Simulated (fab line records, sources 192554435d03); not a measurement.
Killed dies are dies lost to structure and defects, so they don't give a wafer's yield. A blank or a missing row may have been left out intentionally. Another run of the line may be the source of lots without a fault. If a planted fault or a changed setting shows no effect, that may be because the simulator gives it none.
fab line records -- flow n5-finfet
[record] lots = 5, wafers = 12, last-day = 17
route steps=1938 shown BEOL_M4@1099 BEOL_M5@1112 BEOL_M11@1536 PASSIVATION@1936
lots that met no fault: from a run of the same line without faults
start-h: hours from the record's opening day to when the first of the lot's shown wafers began -- wait-h: hours from the lot's prior step to this one -- " unchanged from the row above -- L1.1+2: several wafers, shown together as one row -- - no value, or no start was given -- * or withheld: withheld -- < > ~ a bound
route shown NAME@n: NAME is a module with steps in the file, n the number in the route of the first one -- usual: mean/standard deviation of fault-free wafers -- same: alike in all rows -- chamber/n: place in a boat -- sites: the reading at each site -- _std_site: the values' standard deviation -- _edge_site: the outer-site mean with the inner-site mean subtracted -- radius-mm: for every site, how far away it sits from the centre of the wafer -- mask NAME#n: copy n -- behind: the tool/chamber that last shaped the wafer -- hold: the reason the lot was held/the length of the hold in hours/how it ended -- device: transistor that didn't switch, given as n, p or np -- end of line: the tests these same wafers got at the end of their route -- where a step has no rows: the recipe by itself -- killed: not the wafer's yield, but the dies lost to structure and defects at the first sort -- map: a wafer's dies, x killed, . not, _ none there
set.NAME: the setting as run; set.NAME@STEP: as run at that earlier step -- model.NAME: the simulator's own value behind a step, which no gauge read
lots at some steps of the route; a table a step, a row a wafer
services: the hour from which a tool's chamber was out of use, counted from the record's first day as start-h (under 0 if before that day), plus the number of hours and why
[[steps]]
[step N5_BEOL_M4_ANNEAL_95]
[recipe] temp-c = 400, time-s = 240, ambient = vacuum
[step N5_BEOL_M4_SPUTTER_96]
[recipe] material = Cu, target-thk-a = 45, temp-c = -20, chamber-pressure-pa = 0.07, power-w = withheld, time-s = 8.29
[step N5_BEOL_M4_ECD_50]
[recipe] material = Cu, target-thk-a = 3000
[step N5_BEOL_M4_ANNEAL_51]
[recipe] temp-c = 225, time-s = 90, ambient = N2
[step N5_BEOL_M4_CMP_52]
[recipe] stop-on = SiOC, t-overpolish-s = 6.8, down-force-psi = 1, platen-rpm = 50, clearing-platen-down-force-psi = 1.5, clearing-platen-rpm = 50, post-cmp-clean = cu-alkaline, target-thk-nm = 40, clearing-platen-pad-velocity-m-s = 0.99484, pad-velocity-m-s = 0.99484
[step N5_BEOL_M4_PRE_CLEAN_60]
[recipe] gas = NH3/H2, time-s = 15, temp-c = *, rf-power-w = 300
[step N5_BEOL_M4_CO_CAP_55]
[recipe] material = Co, target-thk-a = 20, temp-c = 200, precursor = CCTBA/H2, pressure-torr = 30, time-s = 102.1
[step N5_BEOL_M4_PRE_CLEAN_56]
[recipe] gas = NH3, time-s = 15, temp-c = withheld, rf-power-w = 300
[step N5_BEOL_M4_DEP_57]
[recipe] material = SiCN, target-thk-a = 80, temp-c = withheld, precursor = 3MS/NH3, pressure-torr = 3, rf-w = 202, time-s = 14
[step N5_BEOL_M4_RC_MEAS_101]
[usual] DIBL_N = 35.9/1.7, DIBL_P = 35.8/2.2, IOFF_N = 0.15/0.03, IOFF_P = 0.21/0.036, ION_N = 674/12, ION_P = 463/7.2, SS_N = 71.3/0.59, SS_P = 73.1/0.69, VT_N = 250/3, VT_P = -251/3.2
lot.wafer,tool,chamber,start-h,wait-h,DIBL_N[mV/V],DIBL_P[mV/V],IOFF_N[nA/um],IOFF_P[nA/um],ION_N[uA/um],ION_P[uA/um],SS_N[mV/dec],SS_P[mV/dec],VT_N[mV],VT_P[mV]
L986.1,prober-02,0,185.90,0.0,36.4,37.1,0.17,0.26,685,474,71.4,73.4,246,-246
L986.2,prober-02,0,185.90,0.0,37.4,37.6,0.17,0.24,664,457,71.2,73.0,250,-246
L986.3,prober-02,0,185.90,0.0,36.4,36.1,0.15,0.22,683,473,71.6,73.2,249,-245
L990.1,prober-02,0,237.32,0.0,34.5,34.1,0.14,0.15,661,445,70.5,73.3,249,-259
L990.5,prober-02,0,237.32,0.0,33.0,32.9,0.11,0.14,659,448,70.3,73.3,253,-261
L995.4,prober-02,0,255.46,0.5,36.8,36.9,0.15,0.18,662,454,71.5,73.2,251,-254
L995.5,prober-02,0,255.46,0.5,33.4,32.5,0.10,0.14,657,451,70.8,72.6,256,-259
L996.4,prober-01,0,269.25,0.5,36.4,38.8,0.18,0.23,679,461,71.9,73.9,248,-250
L996.5,prober-01,0,269.25,0.5,32.5,34.2,0.12,0.16,669,467,70.7,73.5,254,-251
L102.3,prober-02,0,307.67,0.3,37.7,37.0,0.20,0.23,693,470,72.2,73.7,244,-250
L102.4,prober-02,0,307.67,0.3,35.1,33.8,0.14,0.19,672,461,72.2,72.1,250,-250
L102.6,prober-02,0,307.67,0.3,36.1,35.1,0.16,0.20,677,457,72.2,73.6,249,-250
[step N5_BEOL_M5_ILD_DEP_00]
[recipe] material = SiCOH_lowk, target-thk-a = 1406.4, temp-c = 300, precursor = DEMS/porogen, pressure-torr = 5, rf-w = 500, time-s = 25.9
[step N5_BEOL_M5_CURE_79]
[recipe] temp-c = 385, time-s = 240, ambient = He/Ar, material = SiCOH_lowk
[step N5_BEOL_M5_PECVD_70]
[recipe] material = SiO2, target-thk-a = 160, temp-c = 400, precursor = TEOS/O2, pressure-torr = 5.5, rf-w = 450, teos-flow-sccm = 53.8, gas = O2, flow-sccm = 3000, time-s = 18
[step N5_BEOL_M5_HM_DEP_02]
[recipe] material = TiN, target-thk-a = 200, temp-c = 25, chamber-pressure-pa = 0.49996
[step N5_BEOL_M5_COAT_59]
[recipe] resist = SOC, temp-c = 250, time-s = 60, spin-rpm = 1500, resist-thk-nm = 60
[step N5_BEOL_M5_COAT_60]
[recipe] resist = SiARC, temp-c = 220, time-s = 60, spin-rpm = 1500, resist-thk-nm = 12
[step N5_BEOL_M5_COAT_71]
[recipe] resist = underlayer, temp-c = 205, time-s = 60, spin-rpm = 1500, resist-thk-nm = 5
[step N5_BEOL_M5_COAT_05]
[recipe] resist = CAR-EUV, spin-rpm = 1500, resist-thk-nm = 30
[step N5_BEOL_M5_EBR_07]
[recipe] solvent = PGMEA, ebr-width-mm = 1.5
[step N5_BEOL_M5_SOFTBAKE_06]
[recipe] temp-c = 110, time-s = 60, resist = CAR-EUV
[step N5_BEOL_M5_EXPOSE_08]
[recipe] mask-id = M5, na = 0.33, source-shape = annular, sigma-inner = 0.4, sigma-outer = 0.8, polarization = unpolarized, target-cd-nm = 28, dose-mj = 35.75
[step N5_BEOL_M5_PEB_09]
[recipe] peb-temp-c = 100, peb-time-s = 60, resist = CAR-EUV
[step N5_BEOL_M5_DEVELOP_10]
[recipe] develop-time-s = 30, developer = TMAH, resist = CAR-EUV, rinse-liquid = surfactant-rinse, dry = air-spin, dev-temp-c = 23
[step N5_BEOL_M5_DESCUM_16]
[recipe] chemistry = O2, time-s = 7, source-power-w = 50, bias-power-w = 20, pressure-mtorr = 20, rf-frequency-hz = 2.712e+07, temp-c = 40, resist = CAR-EUV, o2-flow-sccm = 225
[step N5_BEOL_M5_ETCH_72]
[recipe] chemistry = N2/H2, target = underlayer, target-depth-a = 65, mask-material = CAR-EUV, time-s = 5.2, ion-energy-ev = 200, pressure-mtorr = 30, source-w = 840, bias-w = 150, n2-flow-sccm = 200, h2-flow-sccm = 200, ends = cleared
[step N5_BEOL_M5_ETCH_61]
[recipe] chemistry = CF4, target = SiARC, target-depth-a = 156, mask-material = CAR-EUV, time-s = 26, ion-energy-ev = 80, pressure-mtorr = 40, source-w = 545, bias-w = 36, Ar_flow_sccm = 100, cf4-flow-sccm = 100, ends = cleared
[step N5_BEOL_M5_ETCH_62]
[recipe] chemistry = N2/H2, target = SOC, target-depth-a = 750, overetch-a = 150, mask-material = SiARC, temp-c = 40, time-s = 112.5, ion-energy-ev = 200, pressure-mtorr = 30, source-w = 840, bias-w = 150, n2-flow-sccm = 200, h2-flow-sccm = 200
[step N5_BEOL_M5_STRIP_63]
[recipe] chemistry = N2/H2, temp-c = 40, n2-flow-sccm = 200, h2-flow-sccm = 200, rf-frequency-hz = 6e+07
[step N5_BEOL_M5_STRIP_73]
[recipe] chemistry = N2/H2, temp-c = 40, n2-flow-sccm = 200, h2-flow-sccm = 200, rf-frequency-hz = 6e+07
[step N5_BEOL_M5_STRIP_64]
[recipe] chemistry = CF4, resist = SiARC, power-w = 300, bias-power-w = 75, pressure-mtorr = 50, cf4-flow-sccm = 150, rf-frequency-hz = 6e+07
[step N5_BEOL_M5_HM_OPEN_17]
[recipe] chemistry = Cl2/BCl3, target-depth-a = 200, overetch-a = 60, target = TiN, mask-material = SOC, ion-energy-ev = 150, pressure-mtorr = 10, icp-w = 1000, bias-w = 126, Cl2_flow_sccm = 53.25, bcl3-flow-sccm = 21.75, Ar_flow_sccm = 25
[step N5_BEOL_M5_STRIP_19]
[recipe] chemistry = O2, power-w = 400, temp-c = 40, pressure-mtorr = 30, rf-frequency-hz = 6e+07, bias-power-w = 0, overash-fraction = 0.2, o2-flow-sccm = 225
[step N5_BEOL_M5_COAT_65]
[recipe] resist = SOC, temp-c = 250, time-s = 60, spin-rpm = 1500, resist-thk-nm = 60
[step N5_BEOL_M5_COAT_66]
[recipe] resist = SiARC, temp-c = 220, time-s = 60, spin-rpm = 1500, resist-thk-nm = 12
[step N5_BEOL_M11_ILD_DEP_00]
[recipe] material = SiCOH_lowk, target-thk-a = 3085.1, temp-c = 300, precursor = DEMS/porogen, pressure-torr = 5, rf-w = 500, time-s = 58
[usual] heater-power-w = 280/35, run-length-s = 100.9/0.6, showerhead-plenum-p-Torr = 5.738/0.014, susceptor-temp-C = 299.99/0.2, throttle-valve-pct = 13.7/0.63
lot.wafer,tool,chamber,start-h,wait-h,heater-power-w,run-length-s,showerhead-plenum-p-Torr,since-wet-clean-h,susceptor-temp-C,throttle-valve-pct,model.SiCOH_lowk_of_BEOL_M11_ILD_DEP_00.thk-nm
L986.1,pecvd-02,0,236.28,0.0,262,100.1,5.728,1303,299.82,13.4,303.2
L986.2,pecvd-02,2,236.28,0.0,288,101.0,5.761,487,299.90,13.8,303.4
L986.3,pecvd-02,1,236.28,0.0,299,101.1,5.749,2028,299.88,12.8,305.8
L990.1,pecvd-02,2,297.85,0.0,273,101.1,5.756,549,300.10,13.8,304
L990.5,pecvd-02,1,297.85,0.0,318,123.0,5.727,-,300.00,12.7,428.6
L995.4,pecvd-02,0,313.38,0.1,248,123.2,5.725,-,299.94,13.5,424.2
L995.5,pecvd-02,2,313.38,0.1,289,123.4,5.769,-,299.98,13.7,423.2
L996.4,pecvd-02,2,319.87,0.1,266,124.1,5.735,-,299.57,13.5,428
L996.5,pecvd-02,0,319.87,0.1,255,122.9,5.734,-,300.06,13.3,429.2
L102.3,pecvd-01,0,362.45,0.0,283,100.4,5.718,1248,300.23,14.4,301.4
L102.4,pecvd-01,0,362.45,0.0,286,100.3,5.730,-,299.97,14.8,307.2
L102.6,pecvd-01,2,362.45,0.0,225,101.8,5.738,-,299.97,14.2,313
[step N5_BEOL_M11_THK_MEAS_01]
[recipe] reads = SiCOH_lowk_of_BEOL_M11_ILD_DEP_00
[usual] M11_ILD_THK = 266/3.9
lot.wafer,tool,chamber,start-h,wait-h,M11_ILD_THK[nm]
L986.1,film-metro-01,-,236.87,0.4,263
L986.2,film-metro-01,-,236.87,0.4,264
L986.3,film-metro-01,-,236.87,0.4,266
L990.1,film-metro-02,-,298.44,0.4,264
L990.5,film-metro-02,-,298.44,0.4,375
L995.4,film-metro-01,-,313.95,0.2,371
L995.5,film-metro-01,-,313.95,0.2,370
L996.4,film-metro-01,-,320.43,0.2,374
L996.5,film-metro-01,-,320.43,0.2,375
L102.3,film-metro-01,-,363.27,0.3,262
L102.4,film-metro-01,-,363.27,0.3,267
L102.6,film-metro-01,-,363.27,0.3,272
[step N5_BEOL_M11_CMP_52]
[recipe] stop-on = SiCOH_lowk, t-overpolish-s = 7, down-force-psi = 1, platen-rpm = 50, clearing-platen-down-force-psi = 1.5, clearing-platen-rpm = 50, post-cmp-clean = cu-alkaline, target-thk-nm = 140, clearing-platen-pad-velocity-m-s = 0.99484, pad-velocity-m-s = 0.99484
[usual] motor-current-A = 6.1/0.69
lot.wafer,tool,chamber,start-h,wait-h,motor-current-A,model.SiCOH_lowk_of_BEOL_M11_ILD_DEP_00.thk-nm
L986.1,cmp-03,0,243.94,0.3,5.1,260.4
L986.2,cmp-03,1,243.94,0.3,7.1,260.6
L986.3,cmp-03,2,243.94,0.3,6.3,262.6
L990.1,cmp-04,2,304.70,0.3,6.6,261
L990.5,cmp-04,1,304.70,0.3,5.6,371.8
L995.4,cmp-03,2,322.94,0.2,6.7,367.8
L995.5,cmp-03,0,322.94,0.2,5.0,367
L996.4,cmp-03,1,326.71,0.1,7.7,371.2
L996.5,cmp-03,2,326.71,0.1,7.0,372.4
L102.3,cmp-04,1,370.22,0.2,5.8,258.8
L102.4,cmp-04,0,370.22,0.2,5.6,264
L102.6,cmp-04,1,370.22,0.2,5.8,269
[step N5_PASSIVATION_PROBE_49]
[usual] defect-limited-yield = 91.0/1.5, killed_at_M0_to_M3 = 35/12, killed_at_M4_up = 15/5.8, killed-at-contacts = 14/7.2, killed-at-front-end = 40/10, killed-at-other = 3/3, killed-dies = 106/18, killed-on-rim = 14/4, killed-open = 68/14, killed-short = 35/7.2, sort_bin_5_function = 5.2/0.96, sort_bin_6_memory = 3.3/0.69, sort-n-pass = 1074/18, sort-yield-pct = 91.0/1.5
[same] gross-dies = 1180, killed-at-back-side = 0, sort_bin_4_leakage[%] = 0, sort_bin_8_speed[%] = 0
lot.wafer,tool,chamber,start-h,wait-h,defect-limited-yield[%],killed_at_M0_to_M3,killed_at_M4_up,killed-at-contacts,killed-at-front-end,killed-at-other,killed-dies,killed-on-rim,killed-open,killed-short,sort_bin_5_function[%],sort_bin_6_memory[%],sort-n-pass,sort-yield-pct[%]
L986.1,prober-01,-,293.12,0.1,93.1,28,8,13,30,2,81,11,51,27,3.4,3.1,1099,93.1
L986.2,prober-01,-,293.17,0.2,92.1,49,10,12,19,3,93,14,55,34,5.6,2.2,1087,92.1
L986.3,prober-01,-,293.22,0.2,90.2,67,14,8,27,0,116,20,65,49,5.8,3.4,1064,90.2
L990.5,prober-02,-,343.77,0.2,0,23,1109,14,33,1,1180,152,53,33,96.4,3.3,0,0
L996.4,prober-02,-,365.25,0.7,0,48,1091,6,35,0,1180,152,76,30,96.9,3.1,0,0
L996.5,prober-02,-,365.30,0.7,0,47,1094,4,26,9,1180,152,55,44,96.4,3.2,0,0
L995.4,prober-02,-,365.55,0.5,0,29,1120,2,29,0,1180,152,48,26,97.7,2.1,0,0
L995.5,prober-02,-,365.60,0.5,0,15,1128,11,23,3,1180,152,48,23,97.4,2.4,0,0
// killed by level:class
L986.1 MOL_CONTACT_COAG:geometric-particle:open=12 BEOL_M0_SAQP:geometric-particle:short=10 FIN_SAQP:geometric-particle:open=7 BEOL_M0_SAQP:geometric-particle:open=7 FIN_SAQP:geometric-particle:short=6 BEOL_M3:geometric-particle:open=4 BEOL_M4:geometric-particle:open=4 BEOL_M2:geometric-particle:open=3
L986.2 BEOL_M0_SAQP:geometric-particle:short=11 BEOL_M0_SAQP:geometric-particle:open=10 BEOL_M1:geometric-particle:open=9 MOL_CONTACT_COAG:geometric-particle:open=8 BEOL_M2:geometric-particle:short=6 BEOL_M4:geometric-particle:open=5 DUMMY_GATE:geometric-particle:open=5 MOL_CONTACT_COAG:geometric-particle:short=4
L986.3 BEOL_M0_SAQP:geometric-particle:short=27 BEOL_M0_SAQP:geometric-particle:open=22 MOL_CONTACT_COAG:geometric-particle:open=8 BEOL_M3:geometric-particle:open=7 FIN_SAQP:geometric-particle:short=5 FIN_SAQP:geometric-particle:open=4 DUMMY_GATE:geometric-particle:open=4 BEOL_M1:geometric-particle:open=3
L990.5 BEOL_M11:area-etch=1091 MOL_CONTACT_COAG:geometric-particle:open=13 STI_FIN_REVEAL:geometric-particle:open=8 BEOL_M4:geometric-particle:open=7 FIN_SAQP:geometric-particle:short=5 FIN_SAQP:geometric-particle:open=4 BEOL_M0:geometric-particle:short=4 STARTING-WAFER:geometric-particle:short=4
L996.4 BEOL_M11:area-etch=1074 BEOL_M0_SAQP:geometric-particle:open=13 BEOL_M4:geometric-particle:open=11 BEOL_M3:geometric-particle:open=9 BEOL_M0_SAQP:geometric-particle:short=7 BEOL_M2:geometric-particle:open=7 FIN_SAQP:geometric-particle:open=5 ILD0:geometric-particle:open=5
L996.5 BEOL_M11:area-etch=1081 BEOL_M0_SAQP:geometric-particle:short=13 BEOL_M0_SAQP:geometric-particle:open=13 BEOL_M2:geometric-particle:open=10 FIN_SAQP:geometric-particle:short=8 BEOL_M4:geometric-particle:open=7 BEOL_M3:geometric-particle:open=5 FIN_SAQP:geometric-particle:open=4
L995.4 BEOL_M11:area-etch=1106 FIN_SAQP:geometric-particle:open=8 BEOL_M0_SAQP:geometric-particle:short=7 BEOL_M0_SAQP:geometric-particle:open=7 BEOL_M3:geometric-particle:open=7 BEOL_M3:geometric-particle:short=4 DUMMY_GATE:geometric-particle:short=4 DUMMY_GATE:geometric-particle:open=3
L995.5 BEOL_M11:area-etch=1109 FIN_SAQP:geometric-particle:open=9 BEOL_M4:geometric-particle:open=9 MOL_CONTACT_COAG:geometric-particle:open=8 BEOL_M0_SAQP:geometric-particle:short=5 MOL_CONTACT_COAG:geometric-particle:short=3 BEOL_M3:geometric-particle:short=3 BEOL_M4:geometric-particle:short=3
// map L990.5 (x killed, . not)
_________________xxxxxxxxxxxx________________
______________xxxxxxxxxxxxxxxxxx_____________
___________xxxxxxxxxxxxxxxxxxxxxxxx__________
__________xxxxxxxxxxxxxxxxxxxxxxxxxx_________
________xxxxxxxxxxxxxxxxxxxxxxxxxxxxxx_______
_______xxxxxxxxxxxxxxxxxxxxxxxxxxxxxxxx______
______xxxxxxxxxxxxxxxxxxxxxxxxxxxxxxxxxx_____
_____xxxxxxxxxxxxxxxxxxxxxxxxxxxxxxxxxxxx____
____xxxxxxxxxxxxxxxxxxxxxxxxxxxxxxxxxxxxxx___
___xxxxxxxxxxxxxxxxxxxxxxxxxxxxxxxxxxxxxxxx__
___xxxxxxxxxxxxxxxxxxxxxxxxxxxxxxxxxxxxxxxx__
__xxxxxxxxxxxxxxxxxxxxxxxxxxxxxxxxxxxxxxxxxx_
__xxxxxxxxxxxxxxxxxxxxxxxxxxxxxxxxxxxxxxxxxx_
_xxxxxxxxxxxxxxxxxxxxxxxxxxxxxxxxxxxxxxxxxxxx
_xxxxxxxxxxxxxxxxxxxxxxxxxxxxxxxxxxxxxxxxxxxx
_xxxxxxxxxxxxxxxxxxxxxxxxxxxxxxxxxxxxxxxxxxxx
_xxxxxxxxxxxxxxxxxxxxxxxxxxxxxxxxxxxxxxxxxxxx
_xxxxxxxxxxxxxxxxxxxxxxxxxxxxxxxxxxxxxxxxxxxx
_xxxxxxxxxxxxxxxxxxxxxxxxxxxxxxxxxxxxxxxxxxxx
_xxxxxxxxxxxxxxxxxxxxxxxxxxxxxxxxxxxxxxxxxxxx
_xxxxxxxxxxxxxxxxxxxxxxxxxxxxxxxxxxxxxxxxxxxx
__xxxxxxxxxxxxxxxxxxxxxxxxxxxxxxxxxxxxxxxxxx_
__xxxxxxxxxxxxxxxxxxxxxxxxxxxxxxxxxxxxxxxxxx_
___xxxxxxxxxxxxxxxxxxxxxxxxxxxxxxxxxxxxxxxx__
___xxxxxxxxxxxxxxxxxxxxxxxxxxxxxxxxxxxxxxxx__
____xxxxxxxxxxxxxxxxxxxxxxxxxxxxxxxxxxxxxx___
_____xxxxxxxxxxxxxxxxxxxxxxxxxxxxxxxxxxxx____
______xxxxxxxxxxxxxxxxxxxxxxxxxxxxxxxxxx_____
_______xxxxxxxxxxxxxxxxxxxxxxxxxxxxxxxx______
________xxxxxxxxxxxxxxxxxxxxxxxxxxxxxx_______
__________xxxxxxxxxxxxxxxxxxxxxxxxxx_________
___________xxxxxxxxxxxxxxxxxxxxxxxx__________
______________xxxxxxxxxxxxxxxxxx_____________
_________________xxxxxxxxxxxx________________
// map L995.4 (x killed, . not)
_________________xxxxxxxxxxxx________________
______________xxxxxxxxxxxxxxxxxx_____________
___________xxxxxxxxxxxxxxxxxxxxxxxx__________
__________xxxxxxxxxxxxxxxxxxxxxxxxxx_________
________xxxxxxxxxxxxxxxxxxxxxxxxxxxxxx_______
_______xxxxxxxxxxxxxxxxxxxxxxxxxxxxxxxx______
______xxxxxxxxxxxxxxxxxxxxxxxxxxxxxxxxxx_____
_____xxxxxxxxxxxxxxxxxxxxxxxxxxxxxxxxxxxx____
____xxxxxxxxxxxxxxxxxxxxxxxxxxxxxxxxxxxxxx___
___xxxxxxxxxxxxxxxxxxxxxxxxxxxxxxxxxxxxxxxx__
___xxxxxxxxxxxxxxxxxxxxxxxxxxxxxxxxxxxxxxxx__
__xxxxxxxxxxxxxxxxxxxxxxxxxxxxxxxxxxxxxxxxxx_
__xxxxxxxxxxxxxxxxxxxxxxxxxxxxxxxxxxxxxxxxxx_
_xxxxxxxxxxxxxxxxxxxxxxxxxxxxxxxxxxxxxxxxxxxx
_xxxxxxxxxxxxxxxxxxxxxxxxxxxxxxxxxxxxxxxxxxxx
_xxxxxxxxxxxxxxxxxxxxxxxxxxxxxxxxxxxxxxxxxxxx
_xxxxxxxxxxxxxxxxxxxxxxxxxxxxxxxxxxxxxxxxxxxx
_xxxxxxxxxxxxxxxxxxxxxxxxxxxxxxxxxxxxxxxxxxxx
_xxxxxxxxxxxxxxxxxxxxxxxxxxxxxxxxxxxxxxxxxxxx
_xxxxxxxxxxxxxxxxxxxxxxxxxxxxxxxxxxxxxxxxxxxx
_xxxxxxxxxxxxxxxxxxxxxxxxxxxxxxxxxxxxxxxxxxxx
__xxxxxxxxxxxxxxxxxxxxxxxxxxxxxxxxxxxxxxxxxx_
__xxxxxxxxxxxxxxxxxxxxxxxxxxxxxxxxxxxxxxxxxx_
___xxxxxxxxxxxxxxxxxxxxxxxxxxxxxxxxxxxxxxxx__
___xxxxxxxxxxxxxxxxxxxxxxxxxxxxxxxxxxxxxxxx__
____xxxxxxxxxxxxxxxxxxxxxxxxxxxxxxxxxxxxxx___
_____xxxxxxxxxxxxxxxxxxxxxxxxxxxxxxxxxxxx____
______xxxxxxxxxxxxxxxxxxxxxxxxxxxxxxxxxx_____
_______xxxxxxxxxxxxxxxxxxxxxxxxxxxxxxxx______
________xxxxxxxxxxxxxxxxxxxxxxxxxxxxxx_______
__________xxxxxxxxxxxxxxxxxxxxxxxxxx_________
___________xxxxxxxxxxxxxxxxxxxxxxxx__________
______________xxxxxxxxxxxxxxxxxx_____________
_________________xxxxxxxxxxxx________________
[[services]]
tool,chamber,start-h,hours,kind
pecvd-01,2,230.65,5.5,scheduled-down
pecvd-01,-,255.84,5.9,repair
cmp-03,-,269.54,1.4,repair
cmp-03,-,270.96,7.4,pm
cmp-04,-,287.89,4.0,pm
cmp-04,-,291.89,-,consumable-replace:conditioner
cmp-04,-,291.89,-,consumable-replace:pad
cmp-04,-,338.73,3.2,repair
pecvd-02,1,352.09,16.5,scheduled-down
[[key]]
[first-sign] step = N5_BEOL_M11_ILD_DEP_00, reading = run-length-s, direction = up, sigmas = 38, usual = *, struck = *
[effect] step = N5_BEOL_M11_THK_MEAS_01, reading = M11_ILD_THK, direction = up, sigmas = 28, usual = 266, struck = 373
[effect] step = N5_PASSIVATION_PROBE_49, reading = killed_at_M4_up, direction = up, sigmas = 99+, usual = 15, struck = 1108
[model-effect] step = N5_BEOL_M11_ILD_DEP_00, value = SiCOH_lowk_of_BEOL_M11_ILD_DEP_00.thk-nm, without = 307.7, struck = 426.6
[model-effect] step = N5_BEOL_M11_CMP_52, value = SiCOH_lowk_of_BEOL_M11_ILD_DEP_00.thk-nm, without = 264.2, struck = 370
[more-kills-born-at] N5_BEOL_M11_ETCH_41@rie-diel-03 = 3246, N5_BEOL_M11_ETCH_41@rie-diel-04 = 2215
met-at N5_BEOL_M11_ILD_DEP_00
struck-wafers L990.5,L995.4,L995.5,L996.4,L996.5
later-rows-left-out L990.5,L995.4,L995.5,L996.4,L996.5
onset-between 236.28 297.85
[fault] kind = process-parameter-drift, tool = pecvd-02, chamber = -, onset-h = 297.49, steps = N5_BEOL_M11_ILD_DEP_00, channel = time-s, offset = *, shape = step, end-h = 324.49, scope = struck-wafers-only, acts-in = *, stated = *
// later-rows-left-out: the simulator's readings of these wafers behind a module that went badly wrong aren't trusted and aren't shown, but for the sort
